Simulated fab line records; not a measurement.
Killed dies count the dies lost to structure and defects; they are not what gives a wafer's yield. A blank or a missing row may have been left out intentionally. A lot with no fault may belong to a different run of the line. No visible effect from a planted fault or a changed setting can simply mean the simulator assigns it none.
fab line records ; flow n5Finfet ; part 2 of 2: steps 23 to 29 of 29
record: lots: 5; wafers: 15; lastDay: 20
route steps=1938 shown HKMG_FIN@406
lots with no fault: from the same line, run without faults
startH: hours from the record's first day to the start of the lot's first wafer shown ; waitH: how many hours have passed since the lot's step before this one ; " unchanged from the row above ; L1.1+2: a single row standing in for several wafers ; - no value present, or no start provided ; * or withheld: withheld ; < > ~ a bound
route shown NAME@n: a module of which the file shows steps, and the number in the route of the first ; usual: mean and standard deviation over wafers with no fault ; same: alike in all rows ; chamber/n: place in a boat ; sites: the reading at each site ; _std_site: their standard deviation ; _edge_site: mean of outer sites minus mean of inner sites ; radiusMm: for every site, how far away it sits from the centre of the wafer ; mask NAME#n: copy n ; behind: the last tool/chamber to shape the wafer ; hold: cause of the lot's hold/its duration in hours/its outcome ; device: the transistor (n, p or np) that didn't switch ; end of line: the route-end tests of the same wafers ; where a step has no rows: the recipe by itself ; killed: dies lost to structure and defects at the first sort, not the wafer's yield ; map: a wafer's dies, x killed, . not, _ none there
set.NAME: the setting that was run; set.NAME@STEP: the one run at that earlier step ; model.NAME: the simulator's own value behind a step, which no gauge read
lots seen at some steps along the route; tables by step, rows by wafer
services: the hour from which a tool's chamber was out of use, counted from the record's first day as startH (under 0 if before that day), plus the number of hours and why
== steps ==
step: N5_HKMG_FIN_PEB_10
recipe: pebTempC: withheld; pebTimeS: 60; resist: CAR-ArF
usual: chillPlateTempC: 23.03/0.11
lot.wafer;tool;chamber;startH;waitH;chillPlateTempC
L074.1;lithoTrack-04;0;76.35;0.1;22.99
L074.4;lithoTrack-04;0;76.35;0.1;22.98
L074.6;lithoTrack-04;0;76.35;0.1;22.79
L079.1;lithoTrack-01;0;106.60;0.1;22.97
L079.2;lithoTrack-01;0;106.60;0.1;23.03
L079.4;lithoTrack-01;0;106.60;0.1;22.97
L081.1;lithoTrack-02;0;119.96;0.1;23.09
L081.3;lithoTrack-02;0;119.96;0.1;23.10
L081.4;lithoTrack-02;0;119.96;0.1;23.05
L082.1;lithoTrack-01;0;123.83;0.1;23.09
L082.3;lithoTrack-01;0;123.83;0.1;22.87
L082.6;lithoTrack-01;0;123.83;0.1;23.02
L096.2;lithoTrack-02;0;207.48;0.0;22.81
L096.3;lithoTrack-02;0;207.48;0.0;22.89
L096.5;lithoTrack-02;0;207.48;0.0;22.76
step: N5_HKMG_FIN_DEVELOP_11
recipe: developTimeS: 30; developer: TMAH; resist: CAR-ArF; devTempC: 23; rinseLiquid: diw; dry: airSpin
usual: chillPlateTempC: 23.00/0.11
lot.wafer;tool;chamber;startH;waitH;chillPlateTempC
L074.1;lithoTrack-04;0;-;-;22.82
L074.4;lithoTrack-04;0;-;-;22.99
L074.6;lithoTrack-04;0;-;-;23.15
L079.1;lithoTrack-01;0;-;-;23.06
L079.2;lithoTrack-01;0;-;-;23.13
L079.4;lithoTrack-01;0;-;-;23.15
L081.1;lithoTrack-02;0;-;-;22.97
L081.3;lithoTrack-02;0;-;-;22.96
L081.4;lithoTrack-02;0;-;-;22.95
L082.1;lithoTrack-01;0;-;-;23.09
L082.3;lithoTrack-01;0;-;-;22.90
L082.6;lithoTrack-01;0;-;-;22.97
L096.2;lithoTrack-02;0;-;-;22.97
L096.3;lithoTrack-02;0;-;-;23.06
L096.5;lithoTrack-02;0;-;-;23.17
step: N5_HKMG_FIN_CD_MEAS_12
recipe: targetCdNm: 92.8; landingEnergyEv: 500; detector: seInlens
usual: cdNm: 92.6/0.56
lot.wafer;tool;chamber;startH;waitH;cdNm
L074.1;cdSem-02;0;76.41;-;92.6
L074.4;cdSem-02;0;76.41;-;91.7
L074.6;cdSem-02;0;76.41;-;92.0
L079.1;cdSem-02;0;106.67;-;92.4
L079.2;cdSem-02;0;106.67;-;92.6
L079.4;cdSem-02;0;106.67;-;92.0
L081.1;cdSem-03;0;120.03;-;91.9
L081.3;cdSem-03;0;120.03;-;92.6
L081.4;cdSem-03;0;120.03;-;92.3
L082.1;cdSem-01;0;123.90;-;92.5
L082.3;cdSem-01;0;123.90;-;92.2
L082.6;cdSem-01;0;123.90;-;92.9
L096.2;cdSem-03;0;207.55;-;93.4
L096.3;cdSem-03;0;207.55;-;93.5
L096.5;cdSem-03;0;207.55;-;93.2
step: N5_HKMG_FIN_OVL_MEAS_13
recipe: pointsPerWafer: 44
usual: NWFM_OVL: 0.3/0.64
lot.wafer;tool;chamber;startH;waitH;NWFM_OVL[nm]
L074.1;overlay-01;0;76.44;0.0;1.7
L074.4;overlay-01;0;76.44;0.0;1.3
L074.6;overlay-01;0;76.44;0.0;0.9
L079.1;overlay-01;0;106.70;0.0;0.9
L079.2;overlay-01;0;106.70;0.0;0.0
L079.4;overlay-01;0;106.70;0.0;-0.4
L081.1;overlay-02;0;120.06;0.0;0.2
L081.3;overlay-02;0;120.06;0.0;0.7
L081.4;overlay-02;0;120.06;0.0;0.0
L082.1;overlay-02;0;123.93;0.0;0.4
L082.3;overlay-02;0;123.93;0.0;0.5
L082.6;overlay-02;0;123.93;0.0;0.1
L096.2;overlay-02;0;207.58;0.0;0.4
L096.3;overlay-02;0;207.58;0.0;0.4
L096.5;overlay-02;0;207.58;0.0;0.2
step: N5_HKMG_FIN_INSPECT_14
recipe: mode: adi; inspectInstrument: macro
usual: rawDefectCount: 2.0/1.4
lot.wafer;tool;chamber;startH;waitH;rawDefectCount
L074.1;defectInspect-01;-;76.47;0.0;3
L074.4;defectInspect-01;-;76.47;0.0;0
L074.6;defectInspect-01;-;76.47;0.0;0
L079.1;defectInspect-01;-;106.73;0.0;0
L079.2;defectInspect-01;-;106.73;0.0;4
L079.4;defectInspect-01;-;106.73;0.0;3
L081.1;defectInspect-01;-;120.09;0.0;2
L081.3;defectInspect-01;-;120.09;0.0;4
L081.4;defectInspect-01;-;120.09;0.0;2
L082.1;defectInspect-01;-;123.95;0.0;2
L082.3;defectInspect-01;-;123.95;0.0;0
L082.6;defectInspect-01;-;123.95;0.0;1
L096.2;defectInspect-01;-;207.60;0.0;1
L096.3;defectInspect-01;-;207.60;0.0;4
L096.5;defectInspect-01;-;207.60;0.0;4
step: N5_HKMG_FIN_DESCUM_17
recipe: chemistry: O2; timeS: 7.9; sourcePowerW: 50; biasPowerW: 20; pressureMtorr: 20; rfFrequencyHz: 2.712e+07; tempC: 40; resist: CAR-ArF; o2FlowSccm: 225
usual: drypumpMotorCurrentA: 5.49/0.23; oesProductAu: 0.80/0.078; rfVppV: 243.2/1.3; showerheadPlenumPTorr: 2.10/0.063; throttleValvePct: 20.38/0.26
lot.wafer;tool;chamber;startH;waitH;drypumpMotorCurrentA;oesProductAu;rfHoursCounterH;rfVppV;showerheadPlenumPTorr;throttleValvePct
L074.1;rieDiel-06;2;76.50;0.0;5.28;0.75;155;240.3;2.09;20.15
L074.4;rieDiel-06;3;76.50;0.0;5.34;0.83;90;244.9;2.12;20.50
L074.6;rieDiel-06;3;76.50;0.0;5.32;0.84;-;243.5;2.12;20.51
L079.1;rieDiel-05;1;106.76;0.0;5.53;0.68;230;243.6;2.16;20.67
L079.2;rieDiel-05;3;106.76;0.0;5.63;0.97;6;243.8;2.15;20.26
L079.4;rieDiel-05;2;106.76;0.0;5.91;0.73;172;242.9;2.09;20.25
L081.1;rieDiel-06;3;120.12;0.0;5.31;0.83;106;243.6;2.12;20.53
L081.3;rieDiel-06;0;120.12;0.0;5.56;0.77;160;243.8;2.00;20.60
L081.4;rieDiel-06;2;120.12;0.0;5.28;0.74;170;244.2;2.09;20.16
L082.1;rieDiel-06;0;124.01;0.1;5.54;0.76;161;242.5;2.00;20.58
L082.3;rieDiel-06;1;124.01;0.1;5.87;0.83;66;244.5;2.12;19.89
L082.6;rieDiel-06;3;124.01;0.1;5.34;0.82;-;243.3;2.11;20.53
L096.2;rieDiel-06;3;207.73;0.1;5.30;0.78;137;243.4;2.10;20.58
L096.3;rieDiel-06;0;207.73;0.1;5.53;0.73;190;241.7;1.99;20.63
L096.5;rieDiel-06;3;207.73;0.1;5.30;0.78;-;243.1;2.10;20.56
step: N5_HKMG_FIN_ETCH_31
recipe: chemistry: CF4; target: SiARC; targetDepthA: 455; maskMaterial: CAR-ArF; timeS: 75.8; ionEnergyEv: 80; pressureMtorr: 40; sourceW: 545; biasW: 36; Ar_flow_sccm: 100; cf4FlowSccm: 100; ends: cleared
usual: drypumpMotorCurrentA: 5.49/0.23; etchRfOnTimeS: 76.2/1.2; oesProductAu: 0.68/0.066; rfVppV: 184.2/1.1; showerheadPlenumPTorr: 2.15/0.06; throttleValvePct: 15.57/0.22
lot.wafer;tool;chamber;startH;waitH;drypumpMotorCurrentA;etchRfOnTimeS;oesProductAu;rfHoursCounterH;rfVppV;showerheadPlenumPTorr;throttleValvePct
L074.1;rieDiel-06;2;76.54;0.0;5.27;76.0;0.65;155;185.2;2.14;15.38
L074.4;rieDiel-06;3;76.54;0.0;5.29;76.0;0.71;90;184.5;2.16;15.61
L074.6;rieDiel-06;3;76.54;0.0;5.31;75.1;0.71;-;184.3;2.16;15.63
L079.1;rieDiel-05;1;106.79;0.0;5.56;77.4;0.60;230;185.0;2.20;15.85
L079.2;rieDiel-05;3;106.79;0.0;5.57;75.9;0.83;6;184.7;2.20;15.40
L079.4;rieDiel-05;2;106.79;0.0;5.88;78.4;0.63;172;183.8;2.14;15.46
L081.1;rieDiel-06;3;120.16;0.0;5.33;74.7;0.69;106;185.3;2.16;15.65
L081.3;rieDiel-06;0;120.16;0.0;5.53;75.4;0.65;160;182.4;2.05;15.73
L081.4;rieDiel-06;2;120.16;0.0;5.24;75.3;0.63;170;183.6;2.14;15.40
L082.1;rieDiel-06;0;124.05;0.0;5.53;77.3;0.64;161;184.2;2.05;15.76
L082.3;rieDiel-06;1;124.05;0.0;5.89;75.0;0.70;66;184.7;2.18;15.19
L082.6;rieDiel-06;3;124.05;0.0;5.33;75.0;0.70;-;182.4;2.16;15.65
L096.2;rieDiel-06;3;207.76;0.0;5.37;75.8;0.67;137;184.3;2.15;15.72
L096.3;rieDiel-06;0;207.76;0.0;5.53;77.4;0.62;190;181.8;2.04;15.80
L096.5;rieDiel-06;3;207.76;0.0;5.34;75.7;0.67;-;182.9;2.15;15.70
== services ==
tool;chamber;startH;hours;kind
aldMetal-02;-;50.67;0.3;repair
rieDiel-03;2;52.97;7.7;repair
plasmaAsher-02;-;60.41;7.1;repair
arfiScanner-02;-;71.85;3.9;pm
arfiScanner-03;-;77.58;1.0;pm
arfiScanner-03;-;82.82;3.9;pm
arfiScanner-02;-;83.96;0.6;repair
arfiScanner-02;-;99.34;1.3;pm
arfiScanner-03;-;108.66;17.3;pm
rieDiel-06;1;110.57;8.0;repair
wetBench-06;-;115.50;1.6;repair
aldMetal-03;0;116.01;7.5;repair
arfiScanner-02;-;119.97;1.0;pm
aldMetal-03;-;125.78;14.6;pm
arfiScanner-03;-;125.99;6.0;pm
thermalCvdSi-01;0;150.24;2.3;repair
thermalCvdSi-02;-;157.27;1.7;repair
arfiScanner-02;-;179.39;0.8;pm
wetBench-01;-;182.99;0.7;repair
arfiScanner-02;-;189.19;1.3;repair
rieDiel-05;2;191.71;1.3;repair
arfiScanner-02;-;192.61;3.2;repair
aldMetal-02;2;197.82;5.7;repair
aldMetal-03;3;197.98;31.3;repair
